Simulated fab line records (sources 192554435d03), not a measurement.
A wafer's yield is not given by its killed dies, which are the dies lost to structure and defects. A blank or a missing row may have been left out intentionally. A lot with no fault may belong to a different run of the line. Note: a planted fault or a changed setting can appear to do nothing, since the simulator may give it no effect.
Which tool was responsible? | flow n5-finfet | 12 lots, 36 wafers sampled, at 1 step of a route of 1938

WHAT EACH GAUGE READ, for each wafer
N5_HKMG_FIN_INSPECT_61: inspects for defects (macro).
lot  | measured    | on                | raw-defect-count
L075 | day 4 13:01 | defect-inspect-01 | 4 4 3
L078 | day 4 23:50 | defect-inspect-02 | 1 3 2
L079 | day 5 08:29 | defect-inspect-01 | 3 1 2
L081 | day 5 21:25 | defect-inspect-02 | 2 6 1
L083 | day 6 11:51 | defect-inspect-01 | 1 3 2
L085 | day 7 05:05 | defect-inspect-02 | 2 2 4
L087 | day 7 11:53 | defect-inspect-02 | 1 2 1
L089 | day 7 22:26 | defect-inspect-01 | 3 2 2
L092 | day 8 09:57 | defect-inspect-01 | 1 2 0
L093 | day 8 22:16 | defect-inspect-02 | 1 3 2
L095 | day 9 05:22 | defect-inspect-01 | 1 2 2
L097 | day 9 20:58 | defect-inspect-02 | 0 1 3

WHICH TOOL RAN EACH LOT (tool, then ch and the chambers of the sampled wafers, then the start)
Before these readings, the record contains no process step.

THE ANSWER, worked out from the rows above alone
Rule: what is usual is taken from the lots themselves. Put in order of their means at a reading, lots are off if they are a third of the lots or fewer, leave a main group of 4 or more, and stand apart from it by a gap of 3 or more times the standard deviation of the main group's means; of several such gaps the widest counts. The tables above print the reading to a certain number of digits; a main group whose means all agree to those digits is not used. A lot without any number at a reading at which 4 lots or more have one is off too. Where the step has rows for the other lots, those lots are counted as sound.
Across all readings shown, no lot is off: no conclusion can be drawn from this.

WHAT THE SIMULATOR HAD INSERTED
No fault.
